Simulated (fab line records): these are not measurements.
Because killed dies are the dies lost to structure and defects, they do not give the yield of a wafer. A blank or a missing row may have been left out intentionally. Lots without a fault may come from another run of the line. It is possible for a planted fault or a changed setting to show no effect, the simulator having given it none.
fab line records :: flow nandHarc
record
  lots=4
  wafers=12
  lastDay=22
route steps=1159 shown A_ONON_D1@440 A_CHANNEL_HOLE_D1@450 END@1159
lots with no fault: from the same line, run without faults
startH: hours from the record's opening day to when the first of the lot's shown wafers began :: waitH: how many hours have passed since the lot's step before this one :: " identical to the entry in the row above :: L1.1+2: a single row standing in for several wafers :: - either no value or no given start :: * or withheld: withheld :: < > ~ a bound
route shown NAME@n: NAME is a module with steps in the file, n the number in the route of the first one :: usual: the fault-free wafers' mean and standard deviation :: same: alike in all rows :: chamber/n: place in a boat :: sites: readings site by site :: _std_site: the values' standard deviation :: _edge_site: outer sites' mean less inner sites' :: radiusMm: for every site, how far away it sits from the centre of the wafer :: mask NAME#n: copy n :: behind: the tool/chamber that last shaped the wafer :: hold: what put the lot on hold/how long, in hours/how the hold closed :: device: names the non-switching transistor (n, p or np) :: end of line: the route-end tests of the same wafers :: a step given without rows: its recipe and nothing more :: killed: count of dies lost to structure and defects at first sort (not the wafer's yield) :: map: per-die view of a wafer (x killed, . not killed, _ where there is no die)
set.NAME: setting as actually run; set.NAME@STEP: the setting as run at that earlier step :: model.NAME: the simulator's own value behind a step, which no gauge read
certain route steps with their lots: each step a table, each wafer a row
services: a tool's chamber out of use, with start hour (startH, from the record's first day; less than 0 if before it), hours out, and reason
## steps
# step NHARC_A_ONON_D1_DEP_22
# recipe
  targetThkA=10000
  n2FlowSccm=2750
  n2oFlowSccm=2000
  nh3FlowSccm=500
  sih4FlowSccm=210
  tempC=400
# step NHARC_A_ONON_D1_DEP_25
# recipe
  targetThkA=10000
  n2FlowSccm=2750
  n2oFlowSccm=2000
  nh3FlowSccm=500
  sih4FlowSccm=210
  tempC=400
# step NHARC_A_ONON_D1_DEP_28
# recipe
  targetThkA=10000
  n2FlowSccm=2750
  n2oFlowSccm=2000
  nh3FlowSccm=500
  sih4FlowSccm=210
  tempC=400
# step NHARC_A_ONON_D1_DEP_33
# recipe
  targetThkA=2000
  tempC=400
  pressureTorr=6.5
  rfW=900
  teosFlowSccm=161.4
  flowSccm=2650
  targetThkNm=200
  gas=O2
  material=SiO2
# step NHARC_A_CHANNEL_HOLE_D1_DEP_00
# recipe
  targetThkA=31000
  tempC=400
  material=aC
# step NHARC_A_CHANNEL_HOLE_D1_DEP_01
# recipe
  targetThkA=1400
  targetThkNm=140
  tempC=400
  pressureTorr=3.5
  flowSccm=200
  rfW=350
  material=SiON
# usual
  heaterPowerW=784/93
  susceptorTempC=400.00/0.2
lot.wafer: L933.3
tool: pecvd-04
chamber: 2
startH: 222.86
waitH: 1.0
heaterPowerW: 771
susceptorTempC: 399.86

lot.wafer: L933.2
tool: pecvd-04
chamber: 0
startH: 222.86
waitH: 1.0
heaterPowerW: 842
susceptorTempC: 399.89

lot.wafer: L933.5
tool: pecvd-04
chamber: 2
startH: 222.86
waitH: 1.0
heaterPowerW: 779
susceptorTempC: 400.13

lot.wafer: L936.3
tool: pecvd-01
chamber: 0
startH: 236.15
waitH: 1.0
heaterPowerW: 933
susceptorTempC: 400.04

lot.wafer: L936.5
tool: pecvd-01
chamber: 0
startH: 236.15
waitH: 1.0
heaterPowerW: 954
susceptorTempC: 400.15

lot.wafer: L936.6
tool: pecvd-01
chamber: 2
startH: 236.15
waitH: 1.0
heaterPowerW: 797
susceptorTempC: 400.22

lot.wafer: L937.2
tool: pecvd-04
chamber: 1
startH: 249.33
waitH: 1.3
heaterPowerW: 856
susceptorTempC: 399.61

lot.wafer: L937.5
tool: pecvd-04
chamber: 0
startH: 249.33
waitH: 1.3
heaterPowerW: 831
susceptorTempC: 400.06

lot.wafer: L937.4
tool: pecvd-04
chamber: 1
startH: 249.33
waitH: 1.3
heaterPowerW: 852
susceptorTempC: 399.83

lot.wafer: L940.3
tool: pecvd-04
chamber: 2
startH: 249.70
waitH: 1.0
heaterPowerW: 807
susceptorTempC: 399.86

lot.wafer: L940.6
tool: pecvd-04
chamber: 0
startH: 249.70
waitH: 1.0
heaterPowerW: 848
susceptorTempC: 399.55

lot.wafer: L940.5
tool: pecvd-04
chamber: 1
startH: 249.70
waitH: 1.0
heaterPowerW: 797
susceptorTempC: 399.80
# step NHARC_A_CHANNEL_HOLE_D1_DEHYDRATE_02
# recipe
  tempC=150
  timeS=120
# step NHARC_A_CHANNEL_HOLE_D1_HMDS_03
# recipe
  timeS=30
# step NHARC_A_CHANNEL_HOLE_D1_COAT_36
# recipe
  tempC=260
  timeS=75
# step NHARC_A_CHANNEL_HOLE_D1_COAT_37
# recipe
  tempC=225
  timeS=65
# step NHARC_A_CHANNEL_HOLE_D1_COAT_04
# recipe
  spinRpm=1500
  resistThkNm=90
# step NHARC_A_CHANNEL_HOLE_D1_SOFTBAKE_05
# recipe
  tempC=105
  timeS=55
# step NHARC_A_CHANNEL_HOLE_D1_EBR_06
# step NHARC_A_CHANNEL_HOLE_D1_EXPOSE_07
# recipe
  na=1.35
  targetCdNm=100
  sigmaOuter=0.3
  doseMj=59.65
  maskId=HOLE_D1
# step NHARC_A_CHANNEL_HOLE_D1_PEB_08
# recipe
  pebTempC=100
  pebTimeS=65
# step NHARC_A_CHANNEL_HOLE_D1_DEVELOP_09
# recipe
  developTimeS=35
  devTempC=23
# step NHARC_A_CHANNEL_HOLE_D1_DESCUM_15
# recipe
  timeS=3
  o2FlowSccm=200
  arFlowSccm=0
  biasPowerW=0
  chemistry=O2
# step NHARC_A_CHANNEL_HOLE_D1_ETCH_38
# recipe
  targetDepthA=390
  overEtchFrac=0.3
  timeS=65
  ionEnergyEv=80
  cf4FlowSccm=150
  arFlowSccm=0
  rfW=300
  biasW=100
  chemistry=CF4
# step NHARC_A_CHANNEL_HOLE_D1_ETCH_39
# recipe
  targetDepthA=2600
  overEtchFrac=0.3
  timeS=325
  ionEnergyEv=200
  n2FlowSccm=150
  h2FlowSccm=150
  arFlowSccm=0
  rfW=400
  biasW=150
  chemistry=N2/H2
# step NHARC_A_CHANNEL_HOLE_D1_ETCH_34
# recipe
  targetDepthA=1540
  timeS=77
  cf4FlowSccm=100
  chf3FlowSccm=30
  arFlowSccm=0
  rfW=500
  biasW=200
  chemistry=CF4/CHF3
# step NHARC_A_CHANNEL_HOLE_D1_ETCH_16
# recipe
  targetDepthA=31000
  overEtchFrac=0.3
  timeS=806
  ionEnergyEv=150
  o2FlowSccm=400
  cosFlowSccm=20
  arFlowSccm=0
  rfW=500
  biasW=300
  chemistry=O2/COS
# step NHARC_A_CHANNEL_HOLE_D1_ETCH_19
# recipe
  biasV=1200
  sourceW=2500
  pressureMtorr=15
  timeS=34.5
  arFlowSccm=375
  c4f8FlowSccm=28.8
  o2FlowSccm=96.2
  tempC=-20
  targetDepthA=*
  chemistry=C4F8/O2/Ar
# step NHARC_A_CHANNEL_HOLE_D1_ETCH_20
# recipe
  biasV=3000
  sourceW=withheld
  pressureMtorr=20
  timeS=361.9
  arFlowSccm=375
  c4f8FlowSccm=89.3
  o2FlowSccm=35.7
  tempC=-20
  targetDepthA=16000
  chemistry=C4F8/O2/Ar
# step NHARC_A_CHANNEL_HOLE_D1_ETCH_21
# recipe
  biasV=3000
  sourceW=withheld
  pressureMtorr=20
  timeS=514.3
  arFlowSccm=375
  c4f8FlowSccm=89.3
  o2FlowSccm=35.7
  tempC=-20
  targetDepthA=16000
  chemistry=C4F8/O2/Ar
# step NHARC_A_CHANNEL_HOLE_D1_ETCH_22
# recipe
  biasV=3000
  sourceW=withheld
  pressureMtorr=20
  timeS=666.7
  arFlowSccm=375
  c4f8FlowSccm=89.3
  o2FlowSccm=35.7
  tempC=-20
  targetDepthA=16000
  chemistry=C4F8/O2/Ar
# step NHARC_A_CHANNEL_HOLE_D1_ETCH_23
# recipe
  biasV=5000
  sourceW=withheld
  pressureMtorr=20
  timeS=819
  arFlowSccm=375
  c4f8FlowSccm=89.3
  o2FlowSccm=35.7
  tempC=-20
  targetDepthA=16000
  chemistry=C4F8/O2/Ar
# step NHARC_A_CHANNEL_HOLE_D1_ETCH_24
# recipe
  biasV=5000
  sourceW=withheld
  pressureMtorr=20
  timeS=906.2
  arFlowSccm=375
  c4f8FlowSccm=93.8
  o2FlowSccm=31.2
  tempC=-20
  targetDepthA=15000
  chemistry=C4F8/O2/Ar
# step NHARC_A_CHANNEL_HOLE_D1_ETCH_25
# recipe
  biasV=5000
  sourceW=withheld
  pressureMtorr=20
  timeS=1040.2
  arFlowSccm=375
  c4f8FlowSccm=93.8
  o2FlowSccm=31.2
  tempC=-20
  targetDepthA=15000
  chemistry=C4F8/O2/Ar
# step NHARC_A_CHANNEL_HOLE_D1_ETCH_26
# recipe
  biasV=300
  sourceW=2000
  pressureMtorr=30
  timeS=224.1
  arFlowSccm=375
  c4f8FlowSccm=11.4
  o2FlowSccm=113.6
  tempC=-20
  targetDepthA=3000
  chemistry=C4F8/O2/Ar
# step NHARC_A_CHANNEL_HOLE_D1_ETCH_33
# recipe
  biasV=400
  sourceW=2000
  pressureMtorr=25
  timeS=90
  arFlowSccm=375
  c4f8FlowSccm=41.7
  o2FlowSccm=83.3
  tempC=-20
  targetDepthA=4000
  chemistry=C4F8/O2/Ar
# step NHARC_A_CHANNEL_HOLE_D1_STRIP_41
# recipe
  n2FlowSccm=150
  h2FlowSccm=150
  arFlowSccm=0
  biasW=0
  chemistry=N2/H2
# step NHARC_END_SORT_01
# recipe
  tempC=25
# usual
  killedAtArray=28/8.9
  killedAtOther=0.8/1.2
  killedAtPeriphery=3.3/2.3
  killedDies=32/9.4
  killedOpen=3.2/1.8
  killedShort=1.9/1.4
# same
  grossDies=677
lot.wafer: L940.6
tool: prober-01
chamber: 0
startH: 521.49
waitH: 4.0
killedAtArray: 246
killedAtOther: 2
killedAtPeriphery: 1
killedDies: 249
killedOpen: 4
killedShort: 2

lot.wafer: L937.2
tool: prober-01
chamber: 0
startH: 526.05
waitH: 2.8
killedAtArray: 269
killedAtOther: 0
killedAtPeriphery: 1
killedDies: 270
killedOpen: 3
killedShort: 3
# killed by level:class
L940.6 A_CHANNEL_HOLE_D1:areaDep=213 A_CHANNEL_HOLE_D1:chamberFilmFlake=19 A_STAIRCASE:chamberFilmFlake=7 A_CONTACT:chamberFilmFlake=2 P_M0:geometricParticle:open=1 A_ONON_D1:geometricParticle:open=1 A_CHANNEL_FILL_D1:geometricParticle:short=1 A_WL_FILL:geometricParticle:short=1
L937.2 A_CHANNEL_HOLE_D1:areaDep=240 A_SLIT:chamberFilmFlake=12 A_CHANNEL_HOLE_D1:chamberFilmFlake=6 A_STAIRCASE:chamberFilmFlake=3 A_WL_FILL:geometricParticle:short=2 A_CONTACT:geometricParticle:open=2 P_GATE:geometricParticle:open=1 A_CONTACT:geometricParticle:short=1
# map L937.2 (x killed, . not)
____________.____________
_________...x.xx_________
_______......x.xx._______
______.....xx.x.x..______
_____x...x.....x..xx_____
____.x.xx..xx........____
____xx....x.x..xx....____
___.xxx.x.x...x.......___
___.x.xx....x.....x...___
__x.x....x...xx....x...__
__xx.xxx.........xx.x..__
_.......xx.xx.x........._
_x....x.......xx.x...x.._
_x.x.....xx.xxx..x......_
_x..x...x...x.x...x....._
_.x...x.......xx.x..xxx._
..xx.x......x..x.x.x.xxxx
.xxxx.x.xx.xx....x.x.....
..x.x.x.x.xx.x.xxx...x...
..xxx....xxxxxxx...x.x...
.xxxxx...xxxxxxx..x.x....
_x..xx...x..xx....xx...._
_..x...xx..x...xxx.x.x.._
_xxx.x.x.xx..x.....x..x._
_...xx.x....x.xxxx.xx.x._
_xx.xx.xxx..xx..xxx..x.x_
__xxxx..x..xxxxx.....x.__
__.xxx...xx.....xx.xx..__
___xx.x...xx.x.xx.....___
___xx.xxxxx.....x.xx.x___
____...x...xxx.x.xx..____
____...xx.x..x.x.xx..____
_____xx.xx..xxx...xx_____
______xxx...xx....x______
_______x.x.x.....x_______
_________.x..x.x_________
____________.____________
# map L940.6 (x killed, . not)
____________.____________
_________......x_________
_______.........xx_______
______...x......x..______
_____.........x..x.x_____
____...x...x.........____
____x...x.......x.x..____
___.xx....x...x.x...x.___
___..x.......x.x...xx.___
__..x....x.....x.....xx__
__.x.x..........xx.....__
_.............xx..xx.x.x_
_.x..........x..xxxxx..._
_.x.........xx.xxx..xx.._
_x...xxx.xx.x...xxxx...._
_......x.x...x..xx....xx_
xxx..x...x....x..x.xxx.xx
......xx....x.xx..xx.....
.x.x..x.xx...x......xxxxx
x.x..x.xxx........x...x.x
......x.x.....x.....x....
_xxx.......x.....xx...xx_
_.xx.........x..x....x.._
_xxxxx.x.x.xx....xx.xx.x_
_..x.xx..x......x.x.xxxx_
_..x...x.x..xx...xx..xx._
__...x..x........x...x.__
__xxxx...xxx.xx..x.x.xx__
___x......x.x.xx...xxx___
___x.xxxxx.x.xxx...xxx___
____xxx.x..xx.xx.x.xx____
____..xx.x.xx..xxx.xx____
_____..xx..xxx.xx.xx_____
______x......xxxx.x______
_______xxxx.xxxxxx_______
_________.x...xx_________
____________.____________
## services
tool: pecvd-04
chamber: 0
startH: 208.82
hours: -
kind: clean

tool: pecvd-04
chamber: 1
startH: 208.82
hours: -
kind: clean

tool: pecvd-04
chamber: 2
startH: 208.82
hours: -
kind: clean

tool: pecvd-01
chamber: -
startH: 216.68
hours: 0.8
kind: repair

tool: pecvd-01
chamber: -
startH: 237.00
hours: 13.0
kind: pm

tool: pecvd-01
chamber: 0
startH: 237.00
hours: 13.0
kind: ventCycle

tool: pecvd-01
chamber: 1
startH: 237.00
hours: 13.0
kind: ventCycle

tool: pecvd-01
chamber: 2
startH: 237.00
hours: 13.0
kind: ventCycle
## key
firstSign
  step=NHARC_END_SORT_01
  reading=killedAtArray
  direction=up
  sigmas=26
  usual=28
  struck=258
effect
  step=NHARC_END_SORT_01
  reading=killedDies
  direction=up
  sigmas=24
  usual=32
  struck=260
moreKillsBornAt
  NHARC_A_CHANNEL_HOLE_D1_DEP_01@pecvd-04=453
metAt NHARC_A_CHANNEL_HOLE_D1_DEP_01
struckWafers L937.2,L940.6
testerLeftOut L937,L940
fault
  kind=processParameterDrift
  tool=pecvd-04
  chamber=-
  onsetH=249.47
  steps=NHARC_A_CHANNEL_HOLE_D1_DEP_01
  channel=targetThkA
  offset=*
  shape=step
  endH=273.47
  scope=struckWafersOnly
  actsIn=*
  stated=*
# testerLeftOut: of these lots the tester's yield and bins aren't shown, on N5 and GAA mostly nor the transistor test; their killed dies are dies lost to structure and defects alone, not to doping, threshold or leakage, so they don't give the yield
